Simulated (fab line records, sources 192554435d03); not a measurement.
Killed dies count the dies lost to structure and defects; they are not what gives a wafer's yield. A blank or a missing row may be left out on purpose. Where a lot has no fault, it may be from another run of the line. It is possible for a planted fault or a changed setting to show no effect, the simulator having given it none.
Matching of chambers	flow n5 finfet	pecvd-04 running N5_BEOL_M9_DEP_56: 3 sister chambers
The step deposits SiCN from 3MS/NH3, target thk 15 nm, time 26.5 s. 6 wafers are shown with their chamber, then 9 later ones without.

WAFERS, EACH WITH ITS CHAMBER
wafer	chamber	throttle valve pct (%)	showerhead plenum p Torr (Torr)
L083.5	1	9.9	3.662
L086.1	2	8.7	3.666
L086.3	1	10.0	3.662
L087.1	0	9.7	3.666
L087.2	2	8.8	3.670
L087.4	0	9.7	3.668

WAFERS MISSING THEIR CHAMBER
wafer	throttle valve pct (%)	showerhead plenum p Torr (Torr)
L096.1	9.9	3.668
L096.3	9.8	3.668
L096.5	9.6	3.665
L094.2	8.7	3.676
L094.3	10.2	3.665
L094.5	9.8	3.669
L097.1	9.9	3.662
L097.4	9.8	3.655
L097.5	9.8	3.673

WHICH CHAMBER EACH WENT THROUGH
wafer	from the rows above	in truth
L096.1	can't be placed: 1 or 0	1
L096.3	0	0
L096.5	0	0
L094.2	2	2
L094.3	1	1
L094.5	0	0
L097.1	1	1
L097.4	1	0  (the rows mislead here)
L097.5	0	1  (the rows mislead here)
6 of 9 placed correctly. Not placeable from these rows: 1 (in 1, the candidates include the true chamber). Wrongly placed: 2.
How it was worked out, from the rows above alone: a wafer's distance from a chamber is the root of the sum, over the readings, of the square of ((its reading less the chamber's mean) divided by the reading's scatter). If the next closest chamber is less than 2 further off than the closest, the wafer can't be placed; otherwise it belongs to the closest. For every chamber, the mean is computed from those of its wafers that are shown. The scatter is the square root of a quotient: the sum, over the shown wafers, of each reading's squared deviation from its chamber's mean, divided by wafers minus chambers.
